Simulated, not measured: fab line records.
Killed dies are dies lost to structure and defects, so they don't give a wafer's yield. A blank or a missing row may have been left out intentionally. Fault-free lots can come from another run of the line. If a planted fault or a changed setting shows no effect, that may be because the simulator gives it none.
Matching of chambers :: flow n5_finfet :: 4 sister chambers for N5_MOL_CONTACT_COAG_ALD_123 on ald_sin-04
The step deposits SiNx, target thk 5 nm, pulse time 1 s, purge time 2 s. 8 wafers are shown with their chamber, then 8 later ones without.

EACH WAFER AND ITS CHAMBER
wafer: L078.3
chamber: 1
heater_power_w (W): 719
precursor_pulse_height_rel: 1.001

wafer: L078.6
chamber: 1
heater_power_w (W): 702
precursor_pulse_height_rel: 0.985

wafer: L082.2
chamber: 2
heater_power_w (W): 892
precursor_pulse_height_rel: 0.975

wafer: L082.4
chamber: 0
heater_power_w (W): 879
precursor_pulse_height_rel: 0.994

wafer: L083.4
chamber: 3
heater_power_w (W): 753
precursor_pulse_height_rel: 0.996

wafer: L083.5
chamber: 0
heater_power_w (W): 888
precursor_pulse_height_rel: 1.000

wafer: L083.6
chamber: 3
heater_power_w (W): 777
precursor_pulse_height_rel: 0.997

wafer: L091.1
chamber: 2
heater_power_w (W): 903
precursor_pulse_height_rel: 1.011

WAFERS MISSING THEIR CHAMBER
wafer: L091.3
heater_power_w (W): 685
precursor_pulse_height_rel: 1.014

wafer: L091.4
heater_power_w (W): 927
precursor_pulse_height_rel: 0.984

wafer: L089.1
heater_power_w (W): 694
precursor_pulse_height_rel: 1.004

wafer: L089.4
heater_power_w (W): 905
precursor_pulse_height_rel: 0.973

wafer: L089.6
heater_power_w (W): 758
precursor_pulse_height_rel: 0.986

wafer: L096.2
heater_power_w (W): 768
precursor_pulse_height_rel: 1.007

wafer: L096.3
heater_power_w (W): 904
precursor_pulse_height_rel: 1.003

wafer: L096.4
heater_power_w (W): 697
precursor_pulse_height_rel: 1.052

CHAMBER TAKEN BY EACH
wafer: L091.3
from the rows above: 1
in truth: 1

wafer: L091.4
from the rows above: can't be placed: 2 or 0
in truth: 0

wafer: L089.1
from the rows above: 1
in truth: 1

wafer: L089.4
from the rows above: can't be placed: 2 or 0
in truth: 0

wafer: L089.6
from the rows above: 3
in truth: 3

wafer: L096.2
from the rows above: 3
in truth: 3

wafer: L096.3
from the rows above: can't be placed: 2 or 0
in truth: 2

wafer: L096.4
from the rows above: 1
in truth: 1
Correct placement for 5 of the 8. Not placeable from these rows: 3 (in 3, the candidates include the true chamber). Wrongly placed: 0.
How it was worked out, from the rows above alone: a wafer's distance from a chamber is the root of the sum, over the readings, of the square of ((its reading less the chamber's mean) divided by the reading's scatter). The wafer belongs to the nearest chamber; if the next one is less than 2 further off, it can't be placed. A chamber's mean is the mean of its shown wafers. How the scatter is found: for the shown wafers, subtract from each reading the mean of its chamber, square and add these, divide the total by (wafers less chambers), then take the root.
